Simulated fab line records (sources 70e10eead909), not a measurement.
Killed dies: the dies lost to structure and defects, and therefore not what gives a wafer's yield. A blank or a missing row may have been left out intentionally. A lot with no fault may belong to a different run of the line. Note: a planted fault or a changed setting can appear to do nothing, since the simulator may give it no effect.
Which tool did it? / flow nand harc / Sampling: 13 lots, 39 wafers, 6 of 1302 route steps

## WHAT EACH GAUGE READ, for each wafer
NHARC_A_SOURCE_PLATE_THK_MEAS_09: measures by ellipsometry. Usual: thk nm 9.6 nm, standard deviation 1.
lot=L922; measured=day 7 17:09; on=film metro-01; thk nm (nm)=9.8 8.6 9.5; flag=
lot=L924; measured=day 7 22:11; on=film metro-02; thk nm (nm)=8.4 9.8 9.2; flag=
lot=L925; measured=day 8 06:47; on=film metro-02; thk nm (nm)=9.4 9.8 9.9; flag=
lot=L926; measured=day 8 18:04; on=film metro-01; thk nm (nm)=9.5 9.0 9.2; flag=
lot=L928; measured=day 9 12:28; on=film metro-01; thk nm (nm)=9.1 9.6 9.6; flag=
lot=L929; measured=day 10 07:10; on=film metro-01; thk nm (nm)=9.5 10.0 10.3; flag=
lot=L930; measured=day 10 07:10; on=film metro-01; thk nm (nm)=10.2 7.6 10.2; flag=
lot=L931; measured=day 10 19:27; on=film metro-01; thk nm (nm)=10.9 9.0 10.7; flag=
lot=L936; measured=day 13 01:40; on=film metro-02; thk nm (nm)=7.5 11.0 10.2; flag=
lot=L938; measured=day 13 23:42; on=film metro-01; thk nm (nm)=10.9 10.2 9.0; flag=
lot=L943; measured=day 15 11:29; on=film metro-02; thk nm (nm)=11.7 7.4 9.0; flag=
lot=L944; measured=day 16 00:35; on=film metro-02; thk nm (nm)=10.0 11.6 8.7; flag=
lot=L945; measured=day 16 17:16; on=film metro-01; thk nm (nm)=11.0 10.6 9.7; flag=

NHARC_A_ONON_D1_THK_MEAS_30: measures by ellipsometry. Usual: thk nm 1000 nm, standard deviation 8.7.
lot=L922; measured=day 8 21:38; on=film metro-01; thk nm (nm)=996 994 994; flag=
lot=L924; measured=day 8 21:50; on=film metro-01; thk nm (nm)=1010 1012 1012; flag=
lot=L925; measured=day 9 09:59; on=film metro-02; thk nm (nm)=1010 1009 1011; flag=
lot=L926; measured=day 9 20:03; on=film metro-01; thk nm (nm)=995 994 994; flag=
lot=L928; measured=day 10 16:07; on=film metro-02; thk nm (nm)=1011 1010 1009; flag=
lot=L929; measured=day 11 09:05; on=film metro-02; thk nm (nm)=1010 1011 1011; flag=
lot=L930; measured=day 11 09:04; on=film metro-01; thk nm (nm)=1007 1010 1008; flag=
lot=L931; measured=day 11 21:29; on=film metro-01; thk nm (nm)=989 988 987; flag=
lot=L936; measured=day 14 03:37; on=film metro-02; thk nm (nm)=1000 1000 1000; flag=
lot=L938; measured=day 15 01:51; on=film metro-02; thk nm (nm)=990 991 991; flag=
lot=L943; measured=day 16 15:04; on=film metro-01; thk nm (nm)=994 992 993; flag=
lot=L944; measured=day 17 03:24; on=film metro-01; thk nm (nm)=1007 1006 1008; flag=
lot=L945; measured=day 18 01:41; on=film metro-02; thk nm (nm)=999 998 1000; flag=

NHARC_A_ONON_D1_INSPECT_32. Usual: raw defect count 78, standard deviation 24.
lot=L922; measured=day 8 22:13; on=defect inspect-02; raw defect count=94 114 82; flag=
lot=L924; measured=day 8 22:22; on=defect inspect-01; raw defect count=105 84 94; flag=
lot=L925; measured=day 9 10:32; on=defect inspect-02; raw defect count=88 37 82; flag=
lot=L926; measured=day 9 20:37; on=defect inspect-02; raw defect count=36 119 62; flag=
lot=L928; measured=day 10 16:38; on=defect inspect-02; raw defect count=90 83 93; flag=
lot=L929; measured=day 11 09:38; on=defect inspect-01; raw defect count=89 86 71; flag=
lot=L930; measured=day 11 09:37; on=defect inspect-02; raw defect count=46 30 39; flag=
lot=L931; measured=day 11 22:02; on=defect inspect-02; raw defect count=96 104 96; flag=
lot=L936; measured=day 14 04:10; on=defect inspect-02; raw defect count=954 899 910; flag=OFF
lot=L938; measured=day 15 02:23; on=defect inspect-02; raw defect count=940 875 946; flag=OFF
lot=L943; measured=day 16 15:36; on=defect inspect-02; raw defect count=98 65 54; flag=
lot=L944; measured=day 17 03:56; on=defect inspect-02; raw defect count=51 62 72; flag=
lot=L945; measured=day 18 02:18; on=defect inspect-02; raw defect count=73 86 120; flag=

NHARC_END_SORT_01. Usual: killed at array 56, standard deviation 21; killed at other 1.2, standard deviation 1.6; killed at periphery 3.7, standard deviation 2.5; killed dies 61, standard deviation 21; killed open 3.1, standard deviation 1.8; killed short 2.8, standard deviation 1.7.
lot=L936; measured=day 30 02:55; on=prober-02; killed at array=132 142 140; killed at other=0 2 1; killed at periphery=2 1 2; killed dies=134 145 143; killed open=2 2 5; killed short=1 5 4; flag=OFF
lot=L938; measured=day 30 15:24; on=prober-02; killed at array=91 90 81; killed at other=1 0 0; killed at periphery=9 9 11; killed dies=101 99 92; killed open=4 3 1; killed short=3 3 2; flag=

## WHICH TOOL RAN EACH LOT (tool, then ch and the chambers of the sampled wafers, then the start)
lot=L922; NHARC_A_ONON_D1_DEP_28=pecvd onon-01 ch 0, day 8 21:11; NHARC_A_ONON_D1_DEP_33=pecvd-04 ch 0,2, day 8 21:42
lot=L924; NHARC_A_ONON_D1_DEP_28=pecvd onon-04 ch 0, day 8 21:23; NHARC_A_ONON_D1_DEP_33=pecvd-02 ch 0,1,2, day 8 21:53
lot=L925; NHARC_A_ONON_D1_DEP_28=pecvd onon-04 ch 0, day 9 09:32; NHARC_A_ONON_D1_DEP_33=pecvd-01 ch 1,2, day 9 10:02
lot=L926; NHARC_A_ONON_D1_DEP_28=pecvd onon-02 ch 0, day 9 19:32; NHARC_A_ONON_D1_DEP_33=pecvd-02 ch 0,1, day 9 20:10
lot=L928; NHARC_A_ONON_D1_DEP_28=pecvd onon-02 ch 0, day 10 15:43; NHARC_A_ONON_D1_DEP_33=pecvd-01 ch 1,2, day 10 16:10
lot=L929; NHARC_A_ONON_D1_DEP_28=pecvd onon-04 ch 0, day 11 08:38; NHARC_A_ONON_D1_DEP_33=pecvd-02 ch 0,1,2, day 11 09:09
lot=L930; NHARC_A_ONON_D1_DEP_28=pecvd onon-02 ch 0, day 11 08:34; NHARC_A_ONON_D1_DEP_33=pecvd-04 ch 0,1,2, day 11 09:11
lot=L931; NHARC_A_ONON_D1_DEP_28=pecvd onon-01 ch 0, day 11 21:05; NHARC_A_ONON_D1_DEP_33=pecvd-04 ch 1,2, day 11 21:32
lot=L936; NHARC_A_ONON_D1_DEP_28=pecvd onon-01 ch 0, day 14 03:10; NHARC_A_ONON_D1_DEP_33=pecvd-02 ch 0,1,2, day 14 03:40
lot=L938; NHARC_A_ONON_D1_DEP_28=pecvd onon-01 ch 0, day 15 01:19; NHARC_A_ONON_D1_DEP_33=pecvd-01 ch 0,1,2, day 15 01:55
lot=L943; NHARC_A_ONON_D1_DEP_28=pecvd onon-04 ch 0, day 16 14:36; NHARC_A_ONON_D1_DEP_33=pecvd-01 ch 1,2, day 16 15:12
lot=L944; NHARC_A_ONON_D1_DEP_28=pecvd onon-02 ch 0, day 17 02:57; NHARC_A_ONON_D1_DEP_33=pecvd-04 ch 0,2, day 17 03:30
lot=L945; NHARC_A_ONON_D1_DEP_28=pecvd onon-04 ch 0, day 18 01:14; NHARC_A_ONON_D1_DEP_33=pecvd-04 ch 0,1, day 18 01:50
- NHARC_A_ONON_D1_DEP_28: target thk 1000 nm.
- NHARC_A_ONON_D1_DEP_33: deposits SiO2, target thk 200 nm.

## AS READ BY THE TOOLS THEMSELVES (means over the sampled wafers that have a number; for cases with no such wafer, the mark the record gives instead)
NHARC_A_ONON_D1_DEP_28. Usual: nh3 flow sccm 500.1 sccm, standard deviation 1.5.
lot=L922; tool=pecvd onon-01; nh3 flow sccm (sccm)=498.8; flag=
lot=L924; tool=pecvd onon-04; nh3 flow sccm (sccm)=499.5; flag=
lot=L925; tool=pecvd onon-04; nh3 flow sccm (sccm)=498.7; flag=
lot=L926; tool=pecvd onon-02; nh3 flow sccm (sccm)=498.7; flag=
lot=L928; tool=pecvd onon-02; nh3 flow sccm (sccm)=500.6; flag=
lot=L929; tool=pecvd onon-04; nh3 flow sccm (sccm)=499.0; flag=
lot=L930; tool=pecvd onon-02; nh3 flow sccm (sccm)=498.7; flag=
lot=L931; tool=pecvd onon-01; nh3 flow sccm (sccm)=501.0; flag=
lot=L936; tool=pecvd onon-01; nh3 flow sccm (sccm)=499.3; flag=
lot=L938; tool=pecvd onon-01; nh3 flow sccm (sccm)=500.5; flag=
lot=L943; tool=pecvd onon-04; nh3 flow sccm (sccm)=499.0; flag=
lot=L944; tool=pecvd onon-02; nh3 flow sccm (sccm)=500.8; flag=
lot=L945; tool=pecvd onon-04; nh3 flow sccm (sccm)=500.1; flag=

NHARC_A_ONON_D1_DEP_33. Usual: heater power w 477 W, standard deviation 84; showerhead vpp V 1850 V, standard deviation 74; throttle valve pct 16.1 %, standard deviation 0.64.
lot=L922; tool=pecvd-04; heater power w (W)=467; showerhead vpp V (V)=1866; throttle valve pct (%)=16.4; flag=
lot=L924; tool=pecvd-02; heater power w (W)=467; showerhead vpp V (V)=1812; throttle valve pct (%)=16.3; flag=
lot=L925; tool=pecvd-01; heater power w (W)=521; showerhead vpp V (V)=1880; throttle valve pct (%)=15.7; flag=
lot=L926; tool=pecvd-02; heater power w (W)=463; showerhead vpp V (V)=1848; throttle valve pct (%)=16.7; flag=
lot=L928; tool=pecvd-01; heater power w (W)=513; showerhead vpp V (V)=1910; throttle valve pct (%)=15.4; flag=
lot=L929; tool=pecvd-02; heater power w (W)=427; showerhead vpp V (V)=1827; throttle valve pct (%)=15.8; flag=
lot=L930; tool=pecvd-04; heater power w (W)=502; showerhead vpp V (V)=1849; throttle valve pct (%)=16.7; flag=
lot=L931; tool=pecvd-04; heater power w (W)=442; showerhead vpp V (V)=1906; throttle valve pct (%)=16.8; flag=
lot=L936; tool=pecvd-02; heater power w (W)=440; showerhead vpp V (V)=1806; throttle valve pct (%)=16.0; flag=
lot=L938; tool=pecvd-01; heater power w (W)=515; showerhead vpp V (V)=1861; throttle valve pct (%)=15.7; flag=
lot=L943; tool=pecvd-01; heater power w (W)=474; showerhead vpp V (V)=1905; throttle valve pct (%)=15.3; flag=
lot=L944; tool=pecvd-04; heater power w (W)=504; showerhead vpp V (V)=1825; throttle valve pct (%)=16.2; flag=
lot=L945; tool=pecvd-04; heater power w (W)=512; showerhead vpp V (V)=1792; throttle valve pct (%)=16.3; flag=

## THE ANSWER, worked out from the rows above alone
Rule: a lot counts as off when the mean over its wafers that have a number is more than 3 standard deviations away from the usual mean. Also off: a lot with no number at a reading for which 4 or more lots have one. The other lots that the step has rows for count as sound. Order of review: gauges by route order, followed by the tools' own readings, for which a lot's mean as printed above is used. The first step at which some lot is off is used, and at that step the reading that is off furthest; a lot without a number counts as furthest.
Off, at NHARC_A_ONON_D1_INSPECT_32 on raw defect count: L936, L938.
A tool fits if, at a process step before that reading, it ran every lot that is off, and no sound lot after the first of them. Those tools and the gauges at NHARC_A_ONON_D1_INSPECT_32 are tried in the same way. One fits: pecvd onon-01 at NHARC_A_ONON_D1_DEP_28. A fault onset in the window from L931 (day 11 21:05, its last sound lot) to L936 (day 14 03:10, its first lot off) fits.

## WHAT THE SIMULATOR HAD INSERTED
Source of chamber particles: pecvd onon-01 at NHARC_A_ONON_D1_DEP_28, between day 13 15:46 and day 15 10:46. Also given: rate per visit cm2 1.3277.
Lots struck among those shown: L936, L938. The same result came from the rule above.
